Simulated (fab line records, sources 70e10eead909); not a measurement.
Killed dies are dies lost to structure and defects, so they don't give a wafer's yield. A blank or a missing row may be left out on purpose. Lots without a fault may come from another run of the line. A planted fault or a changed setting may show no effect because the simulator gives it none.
Chamber matching | flow nand_harc | NHARC_P_CONTACT_ETCH_35 on rie_diel-04: 4 sister chambers
The step etches the open film in CF4, target depth 39 nm, time 65 s. 16 wafers are shown with their chamber, then 8 later ones without.

WAFERS WITH THEIR CHAMBER
wafer  | chamber | drypump_motor_current_A (A) | rf_vpp_V (V) | rf_fwd_power_W (W)
L747.3 | 3       | 6.5                         | 151.2        | 297.7
L747.5 | 2       | 5.3                         | 150.8        | 296.8
L747.6 | 3       | 6.5                         | 151.8        | 295.9
L750.1 | 2       | 5.3                         | 151.1        | 295.7
L750.5 | 0       | 5.3                         | 152.6        | 298.4
L750.6 | 1       | 5.2                         | 151.9        | 297.0
L751.1 | 3       | 6.5                         | 151.4        | 299.2
L751.2 | 1       | 5.2                         | 152.9        | 298.7
L751.6 | 2       | 5.3                         | 152.0        | 297.6
L753.2 | 3       | 6.5                         | 152.1        | 298.2
L753.3 | 0       | 5.3                         | 153.2        | 298.0
L753.4 | 1       | 5.2                         | 153.1        | 298.0
L754.1 | 2       | 5.3                         | 150.6        | 296.4
L754.5 | 1       | 5.2                         | 152.4        | 298.0
L754.6 | 2       | 5.3                         | 151.7        | 297.5
L761.1 | 0       | 5.4                         | 153.8        | 297.2

SIGNATURES (means of the wafers above)
reading                 | chamber 0 | chamber 1 | chamber 2 | chamber 3 | scatter within a chamber
drypump_motor_current_A | 5.333     | 5.200     | 5.300     | 6.500     | 0.0236
rf_vpp_V                | 153.200   | 152.575   | 151.240   | 151.625   | 0.539
rf_fwd_power_W          | 297.867   | 297.925   | 296.800   | 297.750   | 0.933
Rule: a wafer's distance from a chamber is the root of the sum, over the readings, of the square of ((its reading less the chamber's mean) divided by the reading's scatter). The wafer belongs to the nearest chamber; if the next one is less than 2 further off, it can't be placed. The scatter: the root of (the sum of the squares of (reading less its chamber's mean) over the shown wafers, divided by (wafers less chambers)).

WAFERS WITHOUT THEIR CHAMBER
wafer  | drypump_motor_current_A (A) | rf_vpp_V (V) | rf_fwd_power_W (W)
L761.5 | 6.5                         | 150.8        | 298.7
L761.6 | 5.3                         | 153.7        | 296.7
L760.1 | 6.5                         | 152.0        | 298.1
L760.3 | 5.2                         | 152.3        | 298.8
L760.5 | 5.3                         | 152.8        | 299.0
L766.1 | 5.3                         | 153.0        | 297.0
L766.2 | 5.3                         | 150.5        | 295.8
L766.3 | 6.5                         | 150.0        | 298.3

WHICH CHAMBER EACH WENT THROUGH
wafer  | from the rows above     | in truth
L761.5 | 3                       | 3
L761.6 | 0                       | 0
L760.1 | 3                       | 3
L760.3 | 1                       | 1
L760.5 | can't be placed: 0 or 2 | 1
L766.1 | can't be placed: 0 or 2 | 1
L766.2 | 2                       | 2
L766.3 | 3                       | 3
Placed correctly: 6 of 8. Can't be placed from these rows: 2 (the true chamber is among the candidates in 0). Placed wrongly: 0.
